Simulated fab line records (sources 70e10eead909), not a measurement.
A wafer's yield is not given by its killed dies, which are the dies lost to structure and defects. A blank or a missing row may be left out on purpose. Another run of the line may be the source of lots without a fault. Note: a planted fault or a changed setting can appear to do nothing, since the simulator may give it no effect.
Matching of chambers	flow nand-harc	4 sister chambers for NHARC_A_STAIRCASE_ETCH_17 on rie-diel-03
The step etches the open film in C4F8/O2, target depth 100 nm, time 40.5 s. 4 wafers are shown with their chamber, then 7 later ones without.

== EACH WAFER AND ITS CHAMBER ==
wafer	chamber	run-length-s (s)
L836.3	1	61.9
L840.3	2	61.4
L843.2	3	61.1
L843.3	0	62.0

== WAFERS WITH NO CHAMBER GIVEN ==
wafer	run-length-s (s)
L843.5	61.7
L844.1	61.1
L844.3	62.1
L844.4	61.8
L847.2	61.8
L847.3	61.3
L847.4	61.5

== EACH ONE'S CHAMBER ==
wafer	from the rows above	in truth
L843.5	can't be placed: 1 or 0 or 2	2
L844.1	3	3
L844.3	can't be placed: 0 or 1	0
L844.4	can't be placed: 1 or 0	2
L847.2	can't be placed: 1 or 0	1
L847.3	can't be placed: 2 or 3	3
L847.4	2	2
Correct placement for 2 of the 7. Not placeable from these rows: 5 (in 4, the candidates include the true chamber). Number placed wrongly: 0.
How it was worked out, from the rows above alone: a wafer's distance from a chamber is the root of the sum, over the readings, of the square of ((its reading less the chamber's mean) divided by the reading's scatter). If the next closest chamber is less than 2 further off than the closest, the wafer can't be placed; otherwise it belongs to the closest. Each chamber's mean is taken over the wafers shown for it. The scatter: with one shown wafer a chamber, the root of the mean of the squares of how far each hidden wafer lies from its nearest shown one.
